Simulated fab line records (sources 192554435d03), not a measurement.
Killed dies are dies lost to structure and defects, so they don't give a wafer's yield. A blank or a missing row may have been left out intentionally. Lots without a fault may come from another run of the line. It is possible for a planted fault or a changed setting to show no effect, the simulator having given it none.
fab line records ; flow n5-finfet
record lots=12; wafers=33; last-day=18
route steps=1938 shown BEOL_M8@1335 PASSIVATION@1936
lots that met no fault: taken from a fault-free run of the same line
start-h: hours from the record's opening day to when the first of the lot's shown wafers began ; wait-h: hours from the lot's prior step to this one ; " repeats the value in the row above ; L1.1+2: several wafers, shown together as one row ; - no value, or no start given ; * or withheld: withheld ; < > ~ a bound
route shown NAME@n: NAME is a module with steps in the file, n the number in the route of the first one ; usual: average and standard deviation across the fault-free wafers ; same: alike in all rows ; chamber/n: place in a boat ; sites: the reading at each site ; _std_site: the values' standard deviation ; _edge_site: mean of outer sites minus mean of inner sites ; radius-mm: for every site, how far away it sits from the centre of the wafer ; mask NAME#n: copy n ; behind: tool/chamber where the wafer was last shaped ; hold: what put the lot on hold/how long, in hours/how the hold closed ; device: whichever transistor did not switch (one of n, p or np) ; end of line: tests run on the same wafers once the route is complete ; for a step that has no rows: nothing shown but its recipe ; killed: not the wafer's yield, but the dies lost to structure and defects at the first sort ; map: the dies of a wafer, with x for killed, . for not killed, _ for no die there
set.NAME: the run value of the setting; set.NAME@STEP: its run value at that earlier step ; model.NAME: the simulator's own value behind a step, which no gauge read
one table for each step of the route and one row for each wafer, over a sample of lots
services: the hour from which a tool's chamber was out of use, counted from the record's first day as start-h (under 0 if before that day), plus the number of hours and why
## steps
# step N5_BEOL_M8_PECVD_70
# recipe material=SiO2; target-thk-a=200; temp-c=400; precursor=TEOS/O2; pressure-torr=5.5; rf-w=450; teos-flow-sccm=53.8; gas=O2; flow-sccm=3000; time-s=22.7
# usual heater-power-w=716/65; showerhead-plenum-p-Torr=8.82/0.059; throttle-valve-pct=22.6/1.3
lot.wafer;tool;chamber;start-h;wait-h;heater-power-w;showerhead-plenum-p-Torr;throttle-valve-pct
L533.1;pecvd-01;1;199.48;0.1;699;8.87;24.7
L533.4;pecvd-01;1;199.48;0.1;692;8.86;24.8
L533.6;pecvd-01;2;199.48;0.1;625;8.85;25.2
L532.2;pecvd-01;1;206.24;0.0;659;8.83;25.0
L532.3;pecvd-01;2;206.24;0.0;566;8.80;25.2
L532.4;pecvd-01;2;206.24;0.0;579;8.81;25.1
L535.2;pecvd-03;1;209.32;0.0;694;8.91;22.0
L535.4;pecvd-03;1;209.32;0.0;706;8.88;22.0
L535.5;pecvd-03;0;209.32;0.0;659;8.76;22.4
L536.2;pecvd-01;1;229.82;0.0;716;8.85;24.9
L536.5;pecvd-01;1;229.82;0.0;693;8.85;24.6
L536.6;pecvd-01;0;229.82;0.0;677;8.89;22.0
L541.1;pecvd-01;1;263.69;0.0;675;8.85;24.6
L541.3;pecvd-01;0;263.69;0.0;721;8.87;21.8
L545.1;pecvd-01;0;277.44;0.0;847;8.88;22.3
L545.3;pecvd-01;1;277.44;0.0;620;8.86;24.9
L548.1;pecvd-03;0;296.75;0.0;760;8.79;22.8
L548.2;pecvd-03;2;296.75;0.0;708;8.78;21.3
L548.3;pecvd-03;1;296.75;0.0;781;8.89;21.9
L551.1;pecvd-04;0;314.24;0.0;738;8.73;21.5
L551.5;pecvd-04;0;314.24;0.0;733;8.76;21.5
L551.6;pecvd-04;1;314.24;0.0;686;8.72;21.6
L552.3;pecvd-04;2;319.48;0.0;599;8.70;23.9
L552.4;pecvd-04;1;319.48;0.0;716;8.76;21.7
L552.6;pecvd-04;2;319.48;0.0;621;8.72;23.6
L553.2;pecvd-03;2;326.68;0.0;747;8.76;21.4
L553.3;pecvd-03;0;326.68;0.0;815;8.78;22.4
L553.6;pecvd-03;2;326.68;0.0;717;8.75;21.2
L554.1;pecvd-03;2;332.08;0.0;748;8.76;21.1
L554.4;pecvd-03;1;332.08;0.0;644;8.92;21.8
L554.6;pecvd-03;2;332.08;0.0;766;8.78;21.3
L555.1;pecvd-01;0;353.65;0.0;737;8.90;22.2
L555.4;pecvd-01;1;353.65;0.0;730;8.85;24.8
# step N5_BEOL_M8_OCD_MEAS_38
# usual trench-depth-nm=93.9/1.7
lot.wafer;tool;chamber;start-h;wait-h;trench-depth-nm
L533.1;ocd-02;-;205.30;-;95.6
L533.4;ocd-02;-;205.30;-;94.4
L533.6;ocd-02;-;205.30;-;95.3
L532.2;ocd-01;-;210.37;-;91.8
L532.3;ocd-01;-;210.37;-;93.1
L532.4;ocd-01;-;210.37;-;95.7
L535.2;ocd-01;-;213.56;-;92.4
L535.4;ocd-01;-;213.56;-;93.4
L535.5;ocd-01;-;213.56;-;96.5
L536.2;ocd-02;-;233.74;-;92.7
L536.5;ocd-02;-;233.74;-;94.2
L536.6;ocd-02;-;233.74;-;92.5
L541.1;ocd-01;-;266.05;-;95.6
L541.3;ocd-01;-;266.05;-;90.8
L545.1;ocd-01;-;282.41;-;92.4
L545.3;ocd-01;-;282.41;-;93.9
L548.1;ocd-01;-;299.80;-;92.5
L548.2;ocd-01;-;299.80;-;93.0
L548.3;ocd-01;-;299.80;-;95.7
L551.1;ocd-01;-;316.87;-;93.1
L551.5;ocd-01;-;316.87;-;93.0
L551.6;ocd-01;-;316.87;-;95.6
L552.3;ocd-01;-;322.15;-;95.0
L552.4;ocd-01;-;322.15;-;95.5
L552.6;ocd-01;-;322.15;-;92.1
L553.2;ocd-01;-;332.88;-;94.8
L553.3;ocd-01;-;332.88;-;94.3
L553.6;ocd-01;-;332.88;-;93.6
L554.1;ocd-01;-;335.16;-;92.7
L554.4;ocd-01;-;335.16;-;92.1
L554.6;ocd-01;-;335.16;-;91.5
L555.1;ocd-02;-;358.42;-;93.5
L555.4;ocd-02;-;358.42;-;93.0
# step N5_BEOL_M8_ALD_77
# recipe material=TaN; target-thk-a=20; temp-c=275; ald-precursor-family=PDMAT; ald-co-reactant=NH3; pressure-torr=3; carrier-flow-sccm=1500; pulse-time-s=2; purge-time-s=3; co-reactant-purge-time-s=2; co-reactant-pulse-time-s=3; ald-cycles=40; precursor-vessel-temp-c=75; precursor-vessel-pressure-torr=26.25; precursor-vessel-carrier-sccm=1000
# usual heater-power-w=418/43
lot.wafer;tool;chamber;start-h;wait-h;heater-power-w
L533.1;ald-metal-03;1;205.93;0.0;450
L533.4;ald-metal-03;3;205.93;0.0;415
L533.6;ald-metal-03;0;205.93;0.0;420
L532.2;ald-metal-01;0;211.40;0.1;385
L532.3;ald-metal-01;2;211.40;0.1;421
L532.4;ald-metal-01;3;211.40;0.1;356
L535.2;ald-metal-01;2;215.00;0.0;435
L535.4;ald-metal-01;1;215.00;0.0;385
L535.5;ald-metal-01;2;215.00;0.0;424
L536.2;ald-metal-04;1;235.87;0.0;408
L536.5;ald-metal-04;3;235.87;0.0;362
L536.6;ald-metal-04;2;235.87;0.0;380
L541.1;ald-metal-04;2;267.37;0.0;381
L541.3;ald-metal-04;3;267.37;0.0;367
L545.1;ald-metal-03;3;284.29;0.3;416
L545.3;ald-metal-03;1;284.29;0.3;431
L548.1;ald-metal-04;2;300.88;0.0;377
L548.2;ald-metal-04;0;300.88;0.0;433
L548.3;ald-metal-04;3;300.88;0.0;373
L551.1;ald-metal-03;1;317.54;0.1;461
L551.5;ald-metal-03;3;317.54;0.1;410
L551.6;ald-metal-03;0;317.54;0.1;404
L552.3;ald-metal-01;2;324.30;0.0;436
L552.4;ald-metal-01;3;324.30;0.0;356
L552.6;ald-metal-01;0;324.30;0.0;390
L553.2;ald-metal-01;2;333.76;0.0;430
L553.3;ald-metal-01;3;333.76;0.0;364
L553.6;ald-metal-01;0;333.76;0.0;386
L554.1;ald-metal-04;3;336.24;0.3;365
L554.4;ald-metal-04;0;336.24;0.3;435
L554.6;ald-metal-04;1;336.24;0.3;400
L555.1;ald-metal-03;1;359.11;0.0;443
L555.4;ald-metal-03;3;359.11;0.0;411
# step N5_BEOL_M8_CMP_52
# recipe stop-on=SiCOH_lowk; t-overpolish-s=6.9; down-force-psi=1; platen-rpm=50; clearing-platen-down-force-psi=1.5; clearing-platen-rpm=50; post-cmp-clean=cu-alkaline; target-thk-nm=80; clearing-platen-pad-velocity-m-s=0.99484; pad-velocity-m-s=0.99484
# usual barrier-field-endpoint-s=28.8/0.66; motor-current-A=5.9/0.74; overpolish-run-s=6.899/0.0085
lot.wafer;tool;chamber;start-h;wait-h;barrier-field-endpoint-s;motor-current-A;overpolish-run-s
L533.1;cmp-03;1;207.46;0.3;27.6;7.2;6.909
L533.4;cmp-03;2;207.46;0.3;28.7;6.2;6.900
L533.6;cmp-03;1;207.46;0.3;27.9;6.6;6.876
L532.2;cmp-01;3;212.54;0.2;27.7;6.5;6.891
L532.3;cmp-01;0;212.54;0.2;28.7;6.1;6.891
L532.4;cmp-01;2;212.54;0.2;28.9;5.1;6.911
L535.2;cmp-02;1;217.81;0.3;28.3;5.1;6.909
L535.4;cmp-02;2;217.81;0.3;29.9;5.1;6.901
L535.5;cmp-02;3;217.81;0.3;29.3;7.0;6.908
L536.2;cmp-03;3;237.02;0.3;28.9;5.2;6.903
L536.6;cmp-03;1;237.02;0.3;27.7;6.4;6.908
L536.5;cmp-03;2;237.02;0.3;28.5;6.1;6.902
L541.3;cmp-02;0;268.51;0.2;46.8;6.2;0.038
L541.1;cmp-02;3;268.51;0.2;28.5;7.0;6.891
L545.1;cmp-03;1;285.92;0.3;27.4;7.2;6.907
L545.3;cmp-03;2;285.92;0.3;46.8;6.0;0.033
L548.3;cmp-02;3;302.09;0.2;28.1;6.6;6.893
L548.1;cmp-02;0;302.09;0.2;27.7;6.1;6.896
L548.2;cmp-02;1;302.09;0.2;28.9;4.9;6.896
L551.1;cmp-02;0;318.73;0.4;27.5;5.9;6.904
L551.5;cmp-02;1;318.73;0.4;29.0;5.1;6.901
L551.6;cmp-02;2;318.73;0.4;28.7;5.3;6.889
L552.4;cmp-01;2;325.36;0.1;29.8;5.4;6.908
L552.3;cmp-01;0;325.36;0.1;28.2;6.4;6.900
L552.6;cmp-01;3;325.36;0.1;28.8;7.0;6.891
L553.2;cmp-03;2;335.14;0.2;29.7;6.1;6.902
L553.3;cmp-03;3;335.14;0.2;30.4;5.3;6.893
L553.6;cmp-03;1;335.14;0.2;28.6;6.6;6.911
L554.1;cmp-01;1;338.68;0.3;29.7;5.2;6.905
L554.4;cmp-01;3;338.68;0.3;29.0;6.7;6.904
L554.6;cmp-01;1;338.68;0.3;29.3;5.6;6.903
L555.1;cmp-03;2;361.78;0.3;28.0;6.2;6.895
L555.4;cmp-03;1;361.78;0.3;27.9;7.0;6.892
# step N5_BEOL_M8_INSPECT_58
# recipe inspect-instrument=darkfield; mode=post-dep
# usual raw-defect-count=78/23
lot.wafer;tool;chamber;start-h;wait-h;raw-defect-count
L533.1;defect-inspect-02;-;207.91;0.0;87
L533.4;defect-inspect-02;-;207.91;0.0;59
L533.6;defect-inspect-02;-;207.91;0.0;87
L532.2;defect-inspect-02;-;212.99;0.0;72
L532.3;defect-inspect-02;-;212.99;0.0;79
L532.4;defect-inspect-02;-;212.99;0.0;75
L535.2;defect-inspect-01;-;218.20;0.0;53
L535.4;defect-inspect-01;-;218.20;0.0;62
L535.5;defect-inspect-01;-;218.20;0.0;46
L536.2;defect-inspect-01;-;237.39;0.0;88
L536.5;defect-inspect-01;-;237.39;0.0;134
L536.6;defect-inspect-01;-;237.39;0.0;69
L541.1;defect-inspect-01;-;268.96;0.0;78
L541.3;defect-inspect-01;-;268.96;0.0;38
L545.1;defect-inspect-02;-;286.33;0.0;64
L545.3;defect-inspect-02;-;286.33;0.0;87
L548.1;defect-inspect-01;-;302.51;0.0;57
L548.2;defect-inspect-01;-;302.51;0.0;49
L548.3;defect-inspect-01;-;302.51;0.0;53
L551.1;defect-inspect-01;-;319.07;0.0;57
L551.5;defect-inspect-01;-;319.07;0.0;113
L551.6;defect-inspect-01;-;319.07;0.0;81
L552.3;defect-inspect-02;-;325.81;0.0;93
L552.4;defect-inspect-02;-;325.81;0.0;97
L552.6;defect-inspect-02;-;325.81;0.0;80
L553.2;defect-inspect-02;-;335.55;0.0;78
L553.3;defect-inspect-02;-;335.55;0.0;90
L553.6;defect-inspect-02;-;335.55;0.0;111
L554.1;defect-inspect-02;-;339.09;0.0;84
L554.4;defect-inspect-02;-;339.09;0.0;71
L554.6;defect-inspect-02;-;339.09;0.0;75
L555.1;defect-inspect-02;-;362.26;0.0;92
L555.4;defect-inspect-02;-;362.26;0.0;60
# step N5_PASSIVATION_PROBE_49
# usual defect-limited-yield=91.7/1.7; killed_at_M0_to_M3=34/10; killed_at_M4_up=13/5.1; killed-at-contacts=12/6.2; killed-at-front-end=36/12; killed-at-other=3.2/2.6; killed-dies=98/20; killed-open=65/13; killed-short=32/8.4; sort_bin_5_function=4.8/1.1; sort_bin_6_memory=3.2/0.74; sort_bin_8_speed=0.00/0.012; sort-n-pass=1082/20; sort-yield-pct=91.7/1.7
# same gross-dies=1180; killed-at-back-side=0; sort_bin_4_leakage[%]=0
lot.wafer;tool;chamber;start-h;wait-h;defect-limited-yield[%];killed_at_M0_to_M3;killed_at_M4_up;killed-at-contacts;killed-at-front-end;killed-at-other;killed-dies;killed-open;killed-short;sort_bin_5_function[%];sort_bin_6_memory[%];sort_bin_8_speed[%];sort-n-pass;sort-yield-pct[%]
L532.2;prober-01;-;273.70;0.1;92.1;38;8;15;32;0;93;62;30;4.6;2.9;0;1087;92.1
L532.3;prober-01;-;273.75;0.1;91.3;58;12;8;24;1;103;65;38;5.1;3.0;0;1077;91.3
L532.4;prober-01;-;273.80;0.2;93.0;34;11;9;27;2;83;61;19;4.9;1.9;0;1097;93.0
L533.1;prober-02;-;278.84;0.0;92.8;41;16;3;24;1;85;50;35;4.4;2.5;0;1095;92.8
L533.4;prober-02;-;278.99;0.2;92.8;26;12;12;32;3;85;52;32;4.3;2.6;0;1095;92.8
L533.6;prober-02;-;279.09;0.3;90.1;43;10;18;41;5;117;79;38;6.4;3.4;0;1063;90.1
L535.2;prober-02;-;280.86;0.1;90.9;52;9;26;15;5;107;76;31;5.2;3.7;0;1073;90.9
L535.4;prober-02;-;280.96;0.2;92.9;26;17;12;23;6;84;54;29;4.0;2.8;0;1096;92.9
L535.5;prober-02;-;281.01;0.2;93.0;37;7;16;19;4;83;50;33;3.8;3.1;0;1097;93.0
L536.2;prober-02;-;307.41;0.1;89.7;48;17;10;43;3;121;81;39;5.8;4.2;0;1059;89.7
L536.5;prober-02;-;307.56;0.2;89.6;40;14;33;36;0;123;81;42;5.7;4.4;0;1057;89.6
L536.6;prober-02;-;307.61;0.3;91.9;26;6;15;45;4;96;61;35;4.0;3.8;0;1084;91.9
L541.1;prober-02;-;331.27;0.0;88.7;35;13;10;73;2;133;81;51;6.9;3.9;0;1047;88.7
L541.3;prober-02;-;331.37;0.1;87.1;73;13;4;56;6;152;87;64;6.9;5.3;0;1028;87.1
L545.1;prober-01;-;350.89;0.0;93.4;29;11;14;23;1;78;54;22;4.0;2.5;0;1102;93.4
L545.3;prober-01;-;350.99;0.1;93.5;28;7;7;33;2;77;54;22;3.9;2.5;0;1103;93.5
L548.1;prober-02;-;368.40;0.0;91.5;40;14;7;39;0;100;67;32;4.6;3.5;0;1080;91.5
L548.2;prober-02;-;368.45;0.1;90.9;43;17;8;39;0;107;65;40;4.7;3.9;0;1073;90.9
L548.3;prober-02;-;368.50;0.1;88.5;62;10;19;41;4;136;92;44;7.3;3.8;0;1044;88.5
L551.1;prober-02;-;381.90;0.0;92.6;33;15;7;32;0;87;63;24;4.6;2.8;0;1093;92.6
L551.5;prober-02;-;382.10;0.2;92.0;31;16;6;40;1;94;59;34;4.8;2.7;0;1086;92.0
L551.6;prober-02;-;382.15;0.3;90.6;28;16;13;54;0;111;71;40;5.7;2.9;0;1069;90.6
L552.3;prober-02;-;392.07;0.1;93.1;22;12;11;35;2;82;57;23;4.6;2.2;0;1098;93.1
L552.4;prober-02;-;392.12;0.2;92.9;30;12;5;31;6;84;51;31;4.2;2.7;0;1096;92.9
L552.6;prober-02;-;392.22;0.3;89.2;41;22;18;39;8;128;74;51;5.7;4.1;0;1052;89.2
L553.2;prober-02;-;395.45;0.1;91.0;36;25;10;35;0;106;75;30;4.5;4.0;0;1074;91.0
L553.3;prober-02;-;395.50;0.1;90.2;37;22;9;46;2;116;76;39;5.8;3.5;0;1064;90.2
L553.6;prober-02;-;395.65;0.3;90.3;43;22;9;41;0;115;85;29;5.9;3.6;0.08;1064;90.2
L554.1;prober-02;-;412.92;0.0;90.8;39;9;14;42;5;109;78;30;5.5;3.1;0;1071;90.8
L554.4;prober-02;-;413.07;0.2;93.4;27;6;8;33;4;78;47;29;3.9;2.4;0;1102;93.4
L554.6;prober-02;-;413.17;0.3;91.3;30;13;12;42;6;103;70;31;5.9;2.5;0;1077;91.3
L555.1;prober-01;-;434.16;0.0;92.5;28;10;25;23;2;88;66;22;4.2;2.9;0;1092;92.5
L555.4;prober-01;-;434.31;0.2;93.2;24;19;12;22;3;80;57;23;4.1;2.7;0;1100;93.2
# killed by level:class
L532.2 BEOL_M0_SAQP:geometric-particle:short=13 MOL_CONTACT_COAG:geometric-particle:open=12 FIN_SAQP:geometric-particle:open=9 BEOL_M0_SAQP:geometric-particle:open=8 BEOL_M1:geometric-particle:open=6 FIN_SAQP:geometric-particle:short=5 STI_FIN_REVEAL:geometric-particle:open=4 BEOL_M2:geometric-particle:open=4
L532.3 BEOL_M0_SAQP:geometric-particle:short=18 BEOL_M0_SAQP:geometric-particle:open=12 BEOL_M1:geometric-particle:open=10 BEOL_M2:geometric-particle:open=9 MOL_CONTACT_COAG:geometric-particle:open=6 BEOL_M4:geometric-particle:open=6 FIN_SAQP:geometric-particle:short=5 FIN_SAQP:geometric-particle:open=4
L532.4 BEOL_M1:geometric-particle:open=12 MOL_CONTACT_COAG:geometric-particle:open=9 BEOL_M3:geometric-particle:open=6 STI_FIN_REVEAL:geometric-particle:open=5 GATE_CUT:geometric-particle:open=5 BEOL_M0_SAQP:geometric-particle:short=4 BEOL_M2:geometric-particle:open=4 DUMMY_GATE:geometric-particle:open=3
L533.1 BEOL_M0_SAQP:geometric-particle:short=14 BEOL_M0_SAQP:geometric-particle:open=13 BEOL_M4:geometric-particle:open=8 GATE_CUT:geometric-particle:short=5 FIN_SAQP:geometric-particle:short=3 STI_FIN_REVEAL:geometric-particle:open=3 BEOL_M2:geometric-particle:open=3 BEOL_M7:geometric-particle:open=3
L533.4 BEOL_M2:geometric-particle:open=10 MOL_CONTACT_COAG:geometric-particle:open=8 BEOL_M0_SAQP:geometric-particle:open=6 FIN_SAQP:geometric-particle:open=5 STI_FIN_REVEAL:geometric-particle:open=5 BEOL_M0_SAQP:geometric-particle:short=5 FIN_SAQP:geometric-particle:short=3 STARTING-WAFER:geometric-particle:short=3
L533.6 MOL_CONTACT_COAG:geometric-particle:open=16 BEOL_M0_SAQP:geometric-particle:short=15 BEOL_M2:geometric-particle:open=10 DUMMY_GATE:geometric-particle:open=8 BEOL_M0_SAQP:geometric-particle:open=7 FIN_SAQP:geometric-particle:open=6 FIN_SAQP:geometric-particle:short=6 STI_FIN_REVEAL:geometric-particle:open=6
L535.2 MOL_CONTACT_COAG:geometric-particle:open=23 BEOL_M0_SAQP:geometric-particle:open=16 BEOL_M0_SAQP:geometric-particle:short=9 BEOL_M1:geometric-particle:open=8 BEOL_M3:geometric-particle:open=6 BEOL_M2:geometric-particle:open=5 STARTING-WAFER:geometric-particle:short=5 BEOL_M1:geometric-particle:short=4
L535.4 MOL_CONTACT_COAG:geometric-particle:open=10 DUMMY_GATE:geometric-particle:open=7 BEOL_M0_SAQP:geometric-particle:open=7 BEOL_M4:geometric-particle:open=6 FIN_SAQP:geometric-particle:short=5 BEOL_M0_SAQP:geometric-particle:short=5 BEOL_M5:geometric-particle:open=5 BEOL_M1:geometric-particle:open=4
L535.5 MOL_CONTACT_COAG:geometric-particle:open=12 BEOL_M0_SAQP:geometric-particle:short=10 BEOL_M0_SAQP:geometric-particle:open=10 FIN_SAQP:geometric-particle:short=6 BEOL_M2:geometric-particle:open=5 STI_FIN_REVEAL:geometric-particle:open=4 GATE_CUT:geometric-particle:short=4 MOL_CONTACT_COAG:geometric-particle:short=4
L536.2 STI_FIN_REVEAL:geometric-particle:open=20 BEOL_M0_SAQP:geometric-particle:short=14 MOL_CONTACT_COAG:geometric-particle:open=9 BEOL_M1:geometric-particle:short=9 BEOL_M0_SAQP:geometric-particle:open=7 BEOL_M3:geometric-particle:open=7 BEOL_M4:geometric-particle:open=6 DUMMY_GATE:geometric-particle:open=5
L536.5 MOL_CONTACT_COAG:geometric-particle:open=24 BEOL_M0_SAQP:geometric-particle:open=15 BEOL_M3:geometric-particle:open=10 MOL_CONTACT_COAG:geometric-particle:short=9 BEOL_M0_SAQP:geometric-particle:short=9 FIN_SAQP:geometric-particle:open=8 STI_FIN_REVEAL:geometric-particle:open=8 FIN_SAQP:geometric-particle:short=7
L536.6 MOL_CONTACT_COAG:geometric-particle:open=12 STI_FIN_REVEAL:geometric-particle:open=11 FIN_SAQP:geometric-particle:short=6 DUMMY_GATE:geometric-particle:open=5 BEOL_M0_SAQP:geometric-particle:open=5 BEOL_M2:geometric-particle:open=5 FIN_SAQP:geometric-particle:open=4 STI_FIN_REVEAL:geometric-particle:short=4
L541.1 FIN_SAQP:geometric-particle:short=23 FIN_SAQP:geometric-particle:open=11 STI_FIN_REVEAL:geometric-particle:open=11 BEOL_M0_SAQP:geometric-particle:open=9 DUMMY_GATE:geometric-particle:open=8 MOL_CONTACT_COAG:geometric-particle:open=8 BEOL_M0_SAQP:geometric-particle:short=8 BEOL_M0:geometric-particle:open=8
L541.3 BEOL_M0_SAQP:geometric-particle:short=21 BEOL_M0_SAQP:geometric-particle:open=18 FIN_SAQP:geometric-particle:open=16 BEOL_M1:geometric-particle:open=16 BEOL_M1:geometric-particle:short=9 STI_FIN_REVEAL:geometric-particle:open=8 DUMMY_GATE:geometric-particle:open=8 BEOL_M4:geometric-particle:short=8
L545.1 MOL_CONTACT_COAG:geometric-particle:open=14 FIN_SAQP:geometric-particle:short=5 BEOL_M1:geometric-particle:open=5 BEOL_M2:geometric-particle:open=5 STARTING-WAFER:geometric-particle:short=4 BEOL_M0_SAQP:geometric-particle:open=4 BEOL_M0_SAQP:geometric-particle:short=4 BEOL_M3:geometric-particle:open=4
L545.3 FIN_SAQP:geometric-particle:open=10 MOL_CONTACT_COAG:geometric-particle:open=7 BEOL_M2:geometric-particle:open=7 FIN_SAQP:geometric-particle:short=5 STI_FIN_REVEAL:geometric-particle:open=4 BEOL_M0_SAQP:geometric-particle:open=4 BEOL_M0_SAQP:geometric-particle:short=4 BEOL_M1:geometric-particle:open=4
L548.1 BEOL_M0_SAQP:geometric-particle:open=18 FIN_SAQP:geometric-particle:open=10 BEOL_M3:geometric-particle:open=9 MOL_CONTACT_COAG:geometric-particle:open=7 BEOL_M4:geometric-particle:open=6 FIN_SAQP:geometric-particle:short=5 STI_FIN_REVEAL:geometric-particle:open=5 DUMMY_GATE:geometric-particle:short=5
L548.2 STI_FIN_REVEAL:geometric-particle:open=16 BEOL_M0_SAQP:geometric-particle:short=12 BEOL_M4:geometric-particle:open=11 FIN_SAQP:geometric-particle:short=10 BEOL_M0_SAQP:geometric-particle:open=8 BEOL_M1:geometric-particle:open=7 MOL_CONTACT_COAG:geometric-particle:open=6 BEOL_M3:geometric-particle:open=6
L548.3 BEOL_M0_SAQP:geometric-particle:open=17 BEOL_M0_SAQP:geometric-particle:short=15 MOL_CONTACT_COAG:geometric-particle:open=15 BEOL_M3:geometric-particle:open=14 STI_FIN_REVEAL:geometric-particle:open=13 FIN_SAQP:geometric-particle:open=7 FIN_SAQP:geometric-particle:short=6 GATE_CUT:geometric-particle:short=6
L551.1 BEOL_M2:geometric-particle:open=11 MOL_CONTACT_COAG:geometric-particle:open=7 BEOL_M0_SAQP:geometric-particle:open=7 BEOL_M1:geometric-particle:open=7 BEOL_M4:geometric-particle:open=7 FIN_SAQP:geometric-particle:open=5 FIN_SAQP:geometric-particle:short=4 STI_FIN_REVEAL:geometric-particle:open=4
L551.5 BEOL_M0_SAQP:geometric-particle:open=8 DUMMY_GATE:geometric-particle:open=7 FIN_SAQP:geometric-particle:short=6 BEOL_M0_SAQP:geometric-particle:short=6 BEOL_M2:geometric-particle:open=6 STI_FIN_REVEAL:geometric-particle:open=5 BEOL_M4:geometric-particle:open=5 STARTING-WAFER:geometric-particle:short=5
L551.6 FIN_SAQP:geometric-particle:open=15 STI_FIN_REVEAL:geometric-particle:open=9 MOL_CONTACT_COAG:geometric-particle:open=9 BEOL_M1:geometric-particle:open=8 FIN_SAQP:geometric-particle:short=7 BEOL_M4:geometric-particle:open=6 BEOL_M3:geometric-particle:open=5 DUMMY_GATE:geometric-particle:short=5
L552.3 MOL_CONTACT_COAG:geometric-particle:open=9 DUMMY_GATE:geometric-particle:open=7 BEOL_M0_SAQP:geometric-particle:open=7 STARTING-WAFER:geometric-particle:short=6 FIN_SAQP:geometric-particle:open=5 FIN_SAQP:geometric-particle:short=4 BEOL_M1:geometric-particle:open=4 BEOL_M3:geometric-particle:open=4
L552.4 STI_FIN_REVEAL:geometric-particle:open=8 FIN_SAQP:geometric-particle:open=6 BEOL_M0_SAQP:geometric-particle:open=6 BEOL_M0_SAQP:geometric-particle:short=5 BEOL_M1:geometric-particle:open=5 BEOL_M4:geometric-particle:short=4 BEOL_M4:geometric-particle:open=4 PASS1_CAP:geometric-particle:open=4
L552.6 MOL_CONTACT_COAG:geometric-particle:open=11 BEOL_M0_SAQP:geometric-particle:short=10 BEOL_M4:geometric-particle:open=10 MOL_CONTACT_COAG:geometric-particle:short=7 BEOL_M3:geometric-particle:open=7 BEOL_M4:geometric-particle:short=7 BEOL_M1:geometric-particle:open=6 BEOL_M2:geometric-particle:open=6
L553.2 BEOL_M4:geometric-particle:open=16 BEOL_M2:geometric-particle:open=13 MOL_CONTACT_COAG:geometric-particle:open=9 GATE_CUT:geometric-particle:short=6 BEOL_M3:geometric-particle:open=6 STI_FIN_REVEAL:geometric-particle:open=5 FIN_SAQP:geometric-particle:short=4 DUMMY_GATE:geometric-particle:open=4
L553.3 FIN_SAQP:geometric-particle:short=15 FIN_SAQP:geometric-particle:open=11 BEOL_M2:geometric-particle:open=11 BEOL_M3:geometric-particle:open=10 BEOL_M4:geometric-particle:open=8 MOL_CONTACT_COAG:geometric-particle:open=7 BEOL_M0_SAQP:geometric-particle:open=6 DUMMY_GATE:geometric-particle:open=5
L553.6 BEOL_M4:geometric-particle:open=12 BEOL_M2:geometric-particle:open=11 FIN_SAQP:geometric-particle:open=9 MOL_CONTACT_COAG:geometric-particle:open=8 BEOL_M0_SAQP:geometric-particle:short=8 BEOL_M1:geometric-particle:open=8 FIN_SAQP:geometric-particle:short=6 STI_FIN_REVEAL:geometric-particle:open=6
L554.1 MOL_CONTACT_COAG:geometric-particle:open=11 FIN_SAQP:geometric-particle:open=10 BEOL_M2:geometric-particle:open=8 BEOL_M0_SAQP:geometric-particle:short=7 BEOL_M1:geometric-particle:open=6 BEOL_M3:geometric-particle:open=6 DUMMY_GATE:geometric-particle:open=5 BEOL_M0_SAQP:geometric-particle:open=5
L554.4 BEOL_M2:geometric-particle:open=7 ILD0:geometric-particle:short=6 BEOL_M0_SAQP:geometric-particle:short=6 MOL_CONTACT_COAG:geometric-particle:open=5 BEOL_M1:geometric-particle:open=5 FIN_SAQP:geometric-particle:short=4 FIN_SAQP:geometric-particle:open=4 STI_FIN_REVEAL:geometric-particle:open=4
L554.6 FIN_SAQP:geometric-particle:short=12 BEOL_M4:geometric-particle:open=10 MOL_CONTACT_COAG:geometric-particle:open=9 FIN_SAQP:geometric-particle:open=8 STI_FIN_REVEAL:geometric-particle:open=7 BEOL_M1:geometric-particle:open=6 BEOL_M0_SAQP:geometric-particle:open=5 BEOL_M0_SAQP:geometric-particle:short=4
L555.1 MOL_CONTACT_COAG:geometric-particle:open=20 BEOL_M0_SAQP:geometric-particle:open=11 BEOL_M4:geometric-particle:open=7 BEOL_M0_SAQP:geometric-particle:short=6 BEOL_M1:geometric-particle:open=6 MOL_CONTACT_COAG:geometric-particle:short=5 STARTING-WAFER:geometric-particle:open=4 FIN_SAQP:geometric-particle:open=3
L555.4 FIN_SAQP:geometric-particle:open=10 MOL_CONTACT_COAG:geometric-particle:open=10 BEOL_M0_SAQP:geometric-particle:short=8 BEOL_M1:geometric-particle:open=6 BEOL_M4:geometric-particle:open=6 BEOL_M5:geometric-particle:open=6 BEOL_M0_SAQP:geometric-particle:open=3 BEOL_M2:geometric-particle:open=3
## services
tool;chamber;start-h;hours;kind
pecvd-04;0;176.00;2.2;repair
cmp-03;-;176.83;0.3;repair
cmp-03;-;177.29;0.4;repair
pecvd-03;-;177.66;0.8;repair
pecvd-01;-;180.37;0.9;repair
ald-metal-03;-;190.28;8.7;pm
pecvd-01;2;190.80;4.7;repair
cmp-01;-;196.87;1.1;repair
pecvd-01;0;207.72;6.4;repair
cmp-01;-;216.71;2.7;repair
cmp-02;-;223.08;0.3;repair
cmp-01;-;228.63;4.0;pm
cmp-01;-;249.01;5.0;pm
cmp-01;-;258.07;4.0;repair
ald-metal-01;-;279.23;2.8;pm
ald-metal-04;-;282.81;14.6;pm
cmp-03;-;310.81;1.6;repair
cmp-02;-;311.44;6.1;pm
cmp-03;-;316.38;4.0;pm
pecvd-01;-;329.86;1.7;repair
cmp-02;-;333.42;0.7;repair
cmp-02;-;335.14;4.6;repair
ald-metal-04;-;337.25;14.0;pm
cmp-03;-;343.22;4.0;pm
## key
first-sign step=N5_BEOL_M8_CMP_52; reading=overpolish-run-s; direction=down; sigmas=99+; usual=6.899; struck=0.035
effect step=N5_BEOL_M8_CMP_52; reading=barrier-field-endpoint-s; direction=up; sigmas=27; usual=28.8; struck=46.8
met-at N5_BEOL_M8_PECVD_70
struck-lots L541,L545
struck-wafers L541.3,L545.3
not-acting-at N5_BEOL_M8_OCD_MEAS_38,N5_BEOL_M8_ALD_77,N5_BEOL_M8_INSPECT_58
onset-between 229.82 263.69
fault kind=process-parameter-drift; tool=pecvd-01; chamber=-; onset-h=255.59; steps=N5_BEOL_M8_PECVD_70; channel=time-s; offset=*; shape=step; end-h=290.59; scope=struck-wafers-only; acts-in=*; stated=*
